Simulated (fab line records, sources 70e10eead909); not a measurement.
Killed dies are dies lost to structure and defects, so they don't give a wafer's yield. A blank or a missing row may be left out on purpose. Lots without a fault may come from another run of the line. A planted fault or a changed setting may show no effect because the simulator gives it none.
fab line records | flow nand_harc
record lots=6 wafers=18 last_day=24
route steps=1159 shown A_CONTACT@860 END@1159
lots that met no fault: from a run of the same line without faults
start_h: hours from the record's first day to the start of the lot's first wafer shown | wait_h: hours since the lot's step before | " the same as in the row above | L1.1+2: a row that stands for several wafers | - no value, or no start given | * or withheld: withheld | < > ~ a bound
route shown NAME@n: a module of which the file shows steps, and the number in the route of the first | usual: mean/standard deviation of fault-free wafers | same: alike in all rows | chamber/n: place in a boat | sites: the reading at each site | _std_site: their standard deviation | _edge_site: outer sites' mean less inner sites' | radius_mm: how far each site lies from the wafer's centre | mask NAME#n: copy n | behind: the tool/chamber that last shaped the wafer | hold: why the lot was held/for how many hours/how that ended | device: the transistor (n, p or np) that didn't switch | end of line: the same wafers' tests at the end of the route | a step without rows: its recipe alone | killed: dies lost to structure and defects at the first sort, not the wafer's yield | map: a wafer's dies, x killed, . not, _ none there
set.NAME: the setting as run; set.NAME@STEP: as run at that earlier step | model.NAME: the simulator's own value behind a step, which no gauge read
lots at some steps of the route; a table a step, a row a wafer
services: from which hour (start_h, from the record's first day; less than 0 if before it) a tool's chamber was out of use, for how many hours, and why
## steps
# step NHARC_A_CONTACT_ETCH_50
# recipe target_depth_a=847 time_s=42.4 cf4_flow_sccm=100 chf3_flow_sccm=30 ar_flow_sccm=0 rf_w=500 bias_w=200 chemistry=CF4/CHF3
# usual drypump_motor_current_A=5.4/0.32 mfc_ar_sccm=0.009/0.0089 oes_product_au=0.954/0.021 rf_vpp_V=371.8/2 showerhead_plenum_p_Torr=1.61/0.056 throttle_valve_pct=16.802/0.0089
# columns lot.wafer tool chamber start_h wait_h drypump_motor_current_A mfc_ar_sccm oes_product_au rf_hours_counter_h rf_vpp_V showerhead_plenum_p_Torr throttle_valve_pct
L671.1 rie_diel-06 1 - - 5.0 0 0.938 50 369.4 1.52 16.804
L671.4 " 2 " " 5.6 0.000 0.926 51 375.4 1.69 16.797
L671.6 " 1 " " 5.0 0 0.937 - 368.1 1.52 16.816
L677.1 rie_diel-06 3 - - 6.0 0 0.922 57 367.6 1.48 16.794
L677.3 " 1 " " 5.0 0 0.928 59 369.7 1.52 16.796
L677.5 " 3 " " 6.1 0 0.909 - 367.2 1.48 16.821
L678.1 rie_diel-03 1 - - 6.2 0.008 0.947 3 372.8 1.60 16.800
L678.4 " 3 " " 5.5 0.044 0.954 3 375.3 1.68 16.816
L678.5 " 1 " " 6.3 0.008 0.957 - 373.0 1.60 16.793
L679.4 rie_diel-07 3 - - 5.6 0.011 0.945 2 373.0 1.66 16.805
L679.5 " 0 " " 5.1 0 0.951 - 371.5 1.60 16.811
L679.6 " 1 " " 5.5 0.017 0.961 - 373.7 1.66 16.807
L681.1 rie_diel-07 2 - - 5.4 0.011 0.949 3 371.6 1.61 16.811
L681.6 " 2 " " 5.5 0.011 0.959 - 371.1 1.61 16.793
L681.5 " 3 " " 5.6 0.011 0.963 - 372.4 1.66 16.801
L692.4 rie_diel-07 2 - - 5.4 0.011 0.924 18 370.3 1.60 16.800
L692.2 " 0 " " 5.1 0 0.979 19 371.1 1.60 16.786
L692.1 " 1 " " 5.5 0.017 0.953 19 373.2 1.65 16.795
# step NHARC_A_CONTACT_ETCH_51
# recipe target_depth_a=36000 over_etch_frac=0.3 time_s=936 ion_energy_ev=150 o2_flow_sccm=400 cos_flow_sccm=20 ar_flow_sccm=0 rf_w=500 bias_w=300 chemistry=O2/COS
# step NHARC_A_CONTACT_ETCH_111
# recipe source_w=withheld pressure_mtorr=20 bias_v=withheld time_s=140 target_depth_a=7000 ar_flow_sccm=withheld c4f8_flow_sccm=withheld o2_flow_sccm=withheld chemistry=C4F8/O2/Ar
# step NHARC_A_CONTACT_ETCH_112
# recipe source_w=withheld pressure_mtorr=20 bias_v=3000 time_s=94 target_depth_a=9220 ar_flow_sccm=withheld c4f8_flow_sccm=withheld o2_flow_sccm=withheld chemistry=C4F8/O2/Ar
# step NHARC_A_CONTACT_ETCH_113
# recipe source_w=withheld pressure_mtorr=20 bias_v=3000 time_s=94 target_depth_a=9220 ar_flow_sccm=withheld c4f8_flow_sccm=withheld o2_flow_sccm=withheld chemistry=C4F8/O2/Ar
# columns lot.wafer tool chamber start_h wait_h rf_hours_counter_h
L671.1 har_cap_etch-02 0 377.98 0.1 12
L671.4 " 1 " " -
L671.6 " 1 " " -
L677.1 har_cap_etch-01 1 409.58 0.1 62
L677.3 " 0 " " -
L677.5 " 1 " " -
L678.1 har_cap_etch-03 0 410.10 0.1 89
L678.4 " 1 " " -
L678.5 " 1 " " -
L679.4 har_cap_etch-01 1 424.99 0.1 -
L679.5 " 0 " " -
L679.6 " 1 " " -
L681.1 har_cap_etch-03 1 427.91 0.1 91
L681.6 " 1 " " -
L681.5 " 0 " " -
L692.1 har_cap_etch-03 0 499.89 0.1 103
L692.2 " 1 " " 103
L692.4 " 1 " " -
# step NHARC_A_CONTACT_ETCH_114
# recipe source_w=withheld pressure_mtorr=20 bias_v=3000 time_s=94 target_depth_a=9220 ar_flow_sccm=withheld c4f8_flow_sccm=withheld o2_flow_sccm=withheld chemistry=C4F8/O2/Ar
# step NHARC_A_CONTACT_ETCH_115
# recipe source_w=withheld pressure_mtorr=20 bias_v=3000 time_s=94 target_depth_a=9220 ar_flow_sccm=withheld c4f8_flow_sccm=withheld o2_flow_sccm=withheld chemistry=C4F8/O2/Ar
# step NHARC_A_CONTACT_ETCH_116
# recipe source_w=withheld pressure_mtorr=20 bias_v=3000 time_s=94 target_depth_a=9220 ar_flow_sccm=withheld c4f8_flow_sccm=withheld o2_flow_sccm=withheld chemistry=C4F8/O2/Ar
# columns lot.wafer tool chamber start_h wait_h rf_hours_counter_h
L671.1 har_cap_etch-02 0 378.25 0.1 13
L671.4 " 1 " " -
L671.6 " 1 " " -
L677.1 har_cap_etch-01 1 409.85 0.1 62
L677.3 " 0 " " -
L677.5 " 1 " " -
L678.1 har_cap_etch-03 0 410.37 0.1 89
L678.4 " 1 " " -
L678.5 " 1 " " -
L679.4 har_cap_etch-01 1 425.27 0.1 -
L679.5 " 0 " " -
L679.6 " 1 " " -
L681.1 har_cap_etch-03 1 428.19 0.1 91
L681.6 " 1 " " -
L681.5 " 0 " " -
L692.1 har_cap_etch-03 0 500.25 0.1 103
L692.2 " 1 " " 103
L692.4 " 1 " " -
# step NHARC_A_CONTACT_ETCH_117
# recipe source_w=withheld pressure_mtorr=20 bias_v=3000 time_s=94 target_depth_a=9220 ar_flow_sccm=withheld c4f8_flow_sccm=withheld o2_flow_sccm=withheld chemistry=C4F8/O2/Ar
# step NHARC_A_CONTACT_ETCH_118
# recipe source_w=withheld pressure_mtorr=20 bias_v=3000 time_s=94 target_depth_a=9220 ar_flow_sccm=withheld c4f8_flow_sccm=withheld o2_flow_sccm=withheld chemistry=C4F8/O2/Ar
# step NHARC_A_CONTACT_ETCH_119
# recipe source_w=withheld pressure_mtorr=20 bias_v=3000 time_s=94 target_depth_a=9220 ar_flow_sccm=withheld c4f8_flow_sccm=withheld o2_flow_sccm=withheld chemistry=C4F8/O2/Ar
# step NHARC_A_CONTACT_ETCH_120
# recipe source_w=withheld pressure_mtorr=20 bias_v=3000 time_s=94 target_depth_a=9220 ar_flow_sccm=withheld c4f8_flow_sccm=withheld o2_flow_sccm=withheld chemistry=C4F8/O2/Ar
# step NHARC_A_CONTACT_ETCH_121
# recipe source_w=withheld pressure_mtorr=20 bias_v=3000 time_s=94 target_depth_a=9220 ar_flow_sccm=withheld c4f8_flow_sccm=withheld o2_flow_sccm=withheld chemistry=C4F8/O2/Ar
# columns lot.wafer tool chamber start_h wait_h rf_hours_counter_h
L671.1 har_cap_etch-02 0 378.71 0.1 13
L671.4 " 1 " " -
L671.6 " 1 " " -
L677.1 har_cap_etch-01 1 410.31 0.1 63
L677.3 " 0 " " -
L677.5 " 1 " " -
L678.1 har_cap_etch-03 0 410.83 0.1 89
L678.4 " 1 " " -
L678.5 " 1 " " -
L679.4 har_cap_etch-01 1 425.72 0.1 -
L679.5 " 0 " " -
L679.6 " 1 " " -
L681.1 har_cap_etch-03 1 428.64 0.1 92
L681.6 " 1 " " -
L681.5 " 0 " " -
L692.1 har_cap_etch-03 0 500.86 0.1 104
L692.2 " 1 " " 104
L692.4 " 1 " " -
# step NHARC_A_CONTACT_ETCH_122
# recipe source_w=withheld pressure_mtorr=20 bias_v=3000 time_s=95 target_depth_a=9300 ar_flow_sccm=withheld c4f8_flow_sccm=withheld o2_flow_sccm=withheld chemistry=C4F8/O2/Ar
# step NHARC_A_CONTACT_ETCH_123
# recipe source_w=withheld pressure_mtorr=20 bias_v=400 time_s=253 target_depth_a=10900 ar_flow_sccm=withheld c4f8_flow_sccm=11.5 o2_flow_sccm=7.2 chemistry=C4F8/O2/Ar
# columns lot.wafer tool chamber start_h wait_h rf_hours_counter_h
L671.1 har_cap_etch-02 0 378.89 0.1 13
L671.4 " 1 " " -
L671.6 " 1 " " -
L677.1 har_cap_etch-01 1 410.49 0.1 63
L677.3 " 0 " " -
L677.5 " 1 " " -
L678.1 har_cap_etch-03 0 411.01 0.1 89
L678.4 " 1 " " -
L678.5 " 1 " " -
L679.4 har_cap_etch-01 1 426.02 0.2 -
L679.5 " 0 " " -
L679.6 " 1 " " -
L681.1 har_cap_etch-03 1 428.83 0.1 92
L681.6 " 1 " " -
L681.5 " 0 " " -
L692.1 har_cap_etch-03 0 501.10 0.1 104
L692.2 " 1 " " 104
L692.4 " 1 " " -
# step NHARC_A_CONTACT_ETCH_90
# recipe target_depth_a=400 over_etch_frac=0.5 time_s=85.7 ion_energy_ev=120 ch3f_flow_sccm=50 o2_flow_sccm=30 ar_flow_sccm=200 rf_w=500 bias_w=100 chemistry=CH3F/O2
# step NHARC_A_CONTACT_ETCH_96
# recipe target_depth_a=200 over_etch_frac=0.5 time_s=10 ion_energy_ev=250 c4f6_flow_sccm=25 o2_flow_sccm=20 ar_flow_sccm=500 rf_w=600 bias_w=500 chemistry=C4F6/O2
# step NHARC_A_CONTACT_CD_MEAS_53
# usual cd_nm=189.3/0.69
# columns lot.wafer tool chamber start_h wait_h cd_nm
L671.1 cd_sem-01 - 379.71 - 189.9
L671.4 " - " " 189.7
L671.6 " - " " 188.7
L677.1 cd_sem-01 - 411.52 - 189.5
L677.3 " - " " 188.2
L677.5 " - " " 190.0
L678.1 cd_sem-03 - 411.89 - 189.3
L678.4 " - " " 188.3
L678.5 " - " " 189.8
L679.4 cd_sem-03 - 426.84 - 188.4
L679.5 " - " " 188.3
L679.6 " - " " 188.8
L681.1 cd_sem-03 - 429.64 - 189.6
L681.5 " - " " 189.2
L681.6 " - " " 189.5
L692.1 cd_sem-02 - 502.13 - 190.6
L692.2 " - " " 190.7
L692.4 " - " " 190.7
# step NHARC_A_CONTACT_STRIP_99
# recipe n2_flow_sccm=150 h2_flow_sccm=150 ar_flow_sccm=0 bias_w=0 chemistry=N2/H2
# step NHARC_A_CONTACT_STRIP_100
# recipe cf4_flow_sccm=100 chf3_flow_sccm=30 ar_flow_sccm=0 bias_w=0 chemistry=CF4/CHF3
# step NHARC_A_CONTACT_STRIP_101
# recipe o2_flow_sccm=400 cos_flow_sccm=20 ar_flow_sccm=0 bias_w=0 chemistry=O2/COS
# step NHARC_A_CONTACT_ETCH_102
# recipe target_depth_a=700 overetch_a=70 time_s=38.5 ion_energy_ev=100 cf4_flow_sccm=80 o2_flow_sccm=20 ar_flow_sccm=0 rf_w=300 bias_w=100 chemistry=CF4/O2
# step NHARC_A_CONTACT_STRIP_55
# recipe o2_flow_sccm=500 ar_flow_sccm=0 bias_w=0 chemistry=O2
# step NHARC_A_CONTACT_STRIP_56
# recipe time_s=600 temp_c=30 chemistry=post_etch_residue_remover
# step NHARC_A_CONTACT_DEP_57
# recipe target_thk_a=28000 temp_c=400 material=aC
# step NHARC_A_CONTACT_DEP_58
# recipe target_thk_a=600 target_thk_nm=60 temp_c=400 pressure_torr=3.5 flow_sccm=200 rf_w=350 material=SiON
# step NHARC_A_CONTACT_DEHYDRATE_59
# recipe temp_c=150 time_s=120
# step NHARC_A_CONTACT_HMDS_60
# recipe time_s=30
# step NHARC_A_CONTACT_COAT_61
# recipe temp_c=260 time_s=75
# step NHARC_A_CONTACT_COAT_62
# recipe temp_c=225 time_s=65
# step NHARC_A_CONTACT_COAT_63
# recipe spin_rpm=1500 resist_thk_nm=90
# step NHARC_A_CONTACT_SOFTBAKE_64
# recipe temp_c=105 time_s=55
# step NHARC_A_CONTACT_EBR_65
# step NHARC_A_CONTACT_EXPOSE_66
# recipe na=1.35 sigma_outer=0.8 dose_mj=59.02 mask_id=A_CC_2
# step NHARC_A_CONTACT_PEB_67
# recipe peb_temp_c=100 peb_time_s=65
# step NHARC_A_CONTACT_DEVELOP_68
# recipe develop_time_s=35 dev_temp_c=23
# step NHARC_A_CONTACT_CD_MEAS_69
# recipe target_cd_nm=200 landing_energy_ev=500
# usual cd_nm=200.0/0.53
# same landing_energy_ev=500
# columns lot.wafer tool chamber start_h wait_h cd_nm
L671.1 cd_sem-02 0 384.34 - 199.9
L671.4 " 0 " " 199.4
L671.6 " 0 " " 199.8
L677.1 cd_sem-02 0 417.58 - 199.7
L677.3 " 0 " " 200.7
L677.5 " 0 " " 200.3
L678.1 cd_sem-03 0 419.18 - 200.4
L678.4 " 0 " " 200.3
L678.5 " 0 " " 200.4
L679.4 cd_sem-02 0 432.28 - 198.9
L679.5 " 0 " " 199.5
L679.6 " 0 " " 199.6
L681.1 cd_sem-02 0 435.32 - 200.3
L681.5 " 0 " " 200.8
L681.6 " 0 " " 199.9
L692.1 cd_sem-02 0 506.79 - 199.9
L692.2 " 0 " " 201.0
L692.4 " 0 " " 199.4
# step NHARC_A_CONTACT_OVL_MEAS_70
# usual overlay_x_nm=-0.1/0.99 overlay_y_nm=-0.1/1.1
# columns lot.wafer tool chamber start_h wait_h overlay_x_nm overlay_y_nm
L671.1 overlay-02 - 384.43 - -1.0 1.4
L671.4 " - " " -0.9 1.1
L671.6 " - " " -0.2 0.7
L677.1 overlay-02 - 417.67 - 0.6 0.0
L677.3 " - " " 0.0 -0.4
L677.5 " - " " 0.7 -0.3
L678.1 overlay-02 - 419.27 - 1.1 -1.5
L678.4 " - " " 1.1 -1.1
L678.5 " - " " 0.7 -0.7
L679.4 overlay-01 - 432.36 - -1.1 -0.7
L679.5 " - " " -0.6 -0.8
L679.6 " - " " -1.1 -0.4
L681.1 overlay-01 - 435.41 - -0.2 -0.8
L681.5 " - " " -0.5 -1.4
L681.6 " - " " 0.2 -1.1
L692.1 overlay-02 - 506.89 - 0.4 1.0
L692.2 " - " " -0.2 1.1
L692.4 " - " " 0.7 1.9
# step NHARC_A_CONTACT_DESCUM_74
# recipe time_s=3 o2_flow_sccm=200 ar_flow_sccm=0 bias_power_w=0 chemistry=O2
# step NHARC_A_CONTACT_ETCH_75
# recipe target_depth_a=390 over_etch_frac=0.3 time_s=65 ion_energy_ev=80 cf4_flow_sccm=150 ar_flow_sccm=0 rf_w=300 bias_w=100 chemistry=CF4
# step NHARC_A_CONTACT_ETCH_76
# recipe target_depth_a=2600 over_etch_frac=0.3 time_s=475.3 ion_energy_ev=200 n2_flow_sccm=150 h2_flow_sccm=150 ar_flow_sccm=0 rf_w=400 bias_w=150 chemistry=N2/H2
# usual drypump_motor_current_A=5.5/0.39 mfc_ar_sccm=0.010/0.011 oes_product_au=1.000/0.01 rf_vpp_V=432.0/2.2 showerhead_plenum_p_Torr=2.09/0.076 throttle_valve_pct=14.172/0.0088
# columns lot.wafer tool chamber start_h wait_h drypump_motor_current_A mfc_ar_sccm oes_product_au rf_hours_counter_h rf_vpp_V showerhead_plenum_p_Torr throttle_valve_pct
L671.4 rie_diel-06 0 - - 5.7 0 0.998 53 427.6 1.92 14.172
L671.1 " 2 " " 5.6 0.000 1.003 53 434.5 2.20 14.179
L671.6 " 3 " " 6.1 0 0.999 - 427.6 1.91 14.170
L677.3 rie_diel-07 1 - - 5.5 0.017 1.010 1 433.0 2.16 14.172
L677.1 " 3 " " 5.6 0.011 1.008 1 433.1 2.16 14.158
L677.5 " 1 " " 5.5 0.017 1.009 - 432.9 2.16 14.176
L678.1 rie_diel-07 0 - - 5.1 0 1.008 1 430.2 2.08 14.171
L678.4 " 1 " " 5.5 0.017 1.017 1 433.5 2.16 14.190
L678.5 " 0 " " 5.1 0 1.011 - 432.0 2.08 14.174
L679.4 rie_diel-03 1 - - 6.3 0.008 1.016 14 432.1 2.07 14.184
L679.5 " 1 " " 6.3 0.008 1.008 - 430.3 2.07 14.172
L679.6 " 2 " " 4.7 0 1.007 - 432.3 2.10 14.174
L681.1 rie_diel-07 3 - - 5.6 0.011 0.986 5 433.8 2.16 14.171
L681.5 " 2 " " 5.5 0.011 0.979 - 432.8 2.08 14.162
L681.6 " 3 " " 5.6 0.011 0.993 - 435.2 2.16 14.163
L692.4 rie_diel-07 1 - - 5.5 0.017 0.995 22 433.4 2.15 14.166
L692.2 " 2 " " 5.4 0.011 0.991 21 432.8 2.08 14.145
L692.1 " 0 " " 5.1 0 1.003 21 431.0 2.07 14.191
# step NHARC_END_SORT_01
# recipe temp_c=25
# usual killed_at_array=21/8.9 killed_at_other=0.8/1.3 killed_at_periphery=3.6/2.4 killed_dies=26/8.9 killed_open=3.1/1.8 killed_short=1.9/1.3
# same gross_dies=677
# columns lot.wafer tool chamber start_h wait_h killed_at_array killed_at_other killed_at_periphery killed_dies killed_open killed_short
L678.1 prober-02 0 485.01 2.5 119 0 4 123 4 0
L681.5 prober-02 0 496.96 3.7 98 0 6 104 2 1
# killed by level:class
L678.1 A_CONTACT:unspecified=89 A_CHANNEL_HOLE_D1:chamber_film_flake=15 A_M0:chamber_film_flake=6 A_SLIT:chamber_film_flake=3 P_GATE:chamber_film_flake=2 P_M2:geometric_particle:open=1 A_CHANNEL_FILL_D1:geometric_particle:open=1 A_SGD_CUT:geometric_particle:open=1
L681.5 A_CONTACT:unspecified=93 P_M1:chamber_film_flake=3 P_M1:geometric_particle:open=2 A_CHANNEL_HOLE_D1:chamber_film_flake=2 A_CHANNEL_HOLE_D1:geometric_particle:short=1 P_ZERO_WELL:chamber_film_flake=1 A_STAIRCASE:chamber_film_flake=1 A_CONTACT:chamber_film_flake=1
# map L678.1 (x killed, . not)
____________.____________
_________.x.xxxx_________
_______..x.xxxx..x_______
______...xxxxxxxx..______
_____.....xxxxxxx.x._____
____......xxxxxxx....____
____....xxxxxxxxxx...____
___......xxxxxxxxx....___
___......xxxxxxxx.....___
__.......xxxxxxxxx.....__
__........xxxxxx.......__
_x....x.x.xxxxxxx......._
_.x..x.....xxxxx........_
_x......x.x.x..........._
_.....x.x..............._
_...xxxx..x............._
...x..xxx................
.......x.................
x..x....x.x.x............
.............x...........
.........................
_...................x..._
_......................._
_x......................_
_......................._
_......................._
__...x...........x.....__
__.....................__
___.................x.___
___...................___
____.................____
____x................____
_____........x.x...._____
______.............______
_______..........._______
_________......._________
____________.____________
# map L681.5 (x killed, . not)
____________x____________
_________..xxxx._________
_______...xxxxxx.._______
______....xxxxxx...______
_____....xxxxxxxxx.._____
____.....xxxxxxxxx...____
____.....xxxxxxxxx.x.____
___......xxxxxxxxxx...___
___.......xxxxxxx.....___
__.......xxxxxxxx......__
__.......xxxxxxx.x.....__
_..........xxxxx........_
_.........xxxxx........._
_...........x.xxx......._
_............x.........._
_...........x..........._
.........................
............x............
.........................
.........................
.........................
_......................._
_......................._
_......................._
_......................._
_...........x...x......._
__..........x.........x__
__.....................__
___x............x.....___
___...................___
____.................____
____.................____
_____..............._____
______.......x.....______
_______.....x....._______
_________.x....._________
____________.____________
## services
# columns tool chamber start_h hours kind
rie_diel-07 0 359.95 - clean
rie_diel-07 1 359.95 - clean
rie_diel-07 2 359.95 - clean
rie_diel-07 3 359.95 - clean
rie_diel-07 2 368.52 7.9 repair
rie_diel-03 1 370.70 3.7 repair
rie_diel-03 2 373.90 5.3 repair
rie_diel-07 1 381.97 31.8 repair
rie_diel-07 0 384.66 - clean
rie_diel-07 2 384.66 - clean
rie_diel-07 3 384.66 - clean
rie_diel-03 - 392.98 9.0 pm
rie_diel-07 - 405.26 9.0 pm
rie_diel-07 0 405.26 9.0 vent_cycle
rie_diel-07 2 405.26 9.0 vent_cycle
rie_diel-07 3 405.26 9.0 vent_cycle
rie_diel-07 0 414.26 - clean
rie_diel-06 - 418.51 9.0 pm
rie_diel-06 0 431.42 6.5 repair
rie_diel-07 2 448.88 4.5 repair
rie_diel-06 2 464.73 36.3 repair
rie_diel-07 3 479.40 6.8 repair
rie_diel-03 0 483.23 6.2 repair
rie_diel-03 3 496.21 1.4 repair
## key
first_sign step=NHARC_END_SORT_01 reading=killed_dies direction=up sigmas=9.8 usual=26 struck=114
effect step=NHARC_END_SORT_01 reading=killed_at_array direction=up sigmas=9.8 usual=21 struck=108
more_kills_born_at NHARC_A_CONTACT_ETCH_121@har_cap_etch-03=178
met_at NHARC_A_CONTACT_ETCH_121
struck_wafers L678.1,L681.5
tester_left_out L678,L681
fault kind=chamber_particle_source tool=har_cap_etch-03 chamber=0 onset_h=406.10 steps=NHARC_A_CONTACT_ETCH_121 rate_per_visit_cm2=1.1564 end_h=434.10
# tester_left_out: of these lots the tester's yield and bins aren't shown, on N5 and GAA mostly nor the transistor test; their killed dies are dies lost to structure and defects alone, not to doping, threshold or leakage, so they don't give the yield
